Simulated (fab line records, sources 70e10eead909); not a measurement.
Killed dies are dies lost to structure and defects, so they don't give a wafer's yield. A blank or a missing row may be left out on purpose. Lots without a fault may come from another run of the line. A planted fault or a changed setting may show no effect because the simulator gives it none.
Chamber matching | flow nand_harc | NHARC_A_CONTACT_DEP_29 on pecvd-01: 3 sister chambers
The step deposits SiON, target thk 100 nm. 6 wafers are shown with their chamber, then 9 later ones without.

WAFERS WITH THEIR CHAMBER
wafer  | chamber | heater_power_w (W) | rf_fwd_power_W (W)
L077.2 | 0       | 868                | 348.5
L080.3 | 1       | 804                | 347.0
L080.5 | 0       | 803                | 348.8
L086.1 | 1       | 783                | 349.7
L086.3 | 2       | 735                | 348.6
L086.4 | 2       | 726                | 348.2

WAFERS WITHOUT THEIR CHAMBER
wafer  | heater_power_w (W) | rf_fwd_power_W (W)
L089.1 | 774                | 348.9
L089.2 | 703                | 348.8
L089.4 | 764                | 350.0
L090.1 | 782                | 349.0
L090.3 | 756                | 347.8
L090.4 | 771                | 347.8
L097.1 | 671                | 349.0
L097.3 | 698                | 348.3
L097.5 | 695                | 349.8

WHICH CHAMBER EACH WENT THROUGH
wafer  | from the rows above          | in truth
L089.1 | can't be placed: 1 or 2 or 0 | 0
L089.2 | 2                            | 2
L089.4 | can't be placed: 1 or 2 or 0 | 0
L090.1 | can't be placed: 1 or 2 or 0 | 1
L090.3 | can't be placed: 2 or 1 or 0 | 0
L090.4 | can't be placed: 1 or 2 or 0 | 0
L097.1 | 2                            | 2
L097.3 | 2                            | 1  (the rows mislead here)
L097.5 | can't be placed: 2 or 1      | 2
Placed correctly: 2 of 9. Can't be placed from these rows: 6 (the true chamber is among the candidates in 6). Placed wrongly: 1.
How it was worked out, from the rows above alone: a wafer's distance from a chamber is the root of the sum, over the readings, of the square of ((its reading less the chamber's mean) divided by the reading's scatter). The wafer belongs to the nearest chamber; if the next one is less than 2 further off, it can't be placed. A chamber's mean is the mean of its shown wafers. The scatter: the root of (the sum of the squares of (reading less its chamber's mean) over the shown wafers, divided by (wafers less chambers)).
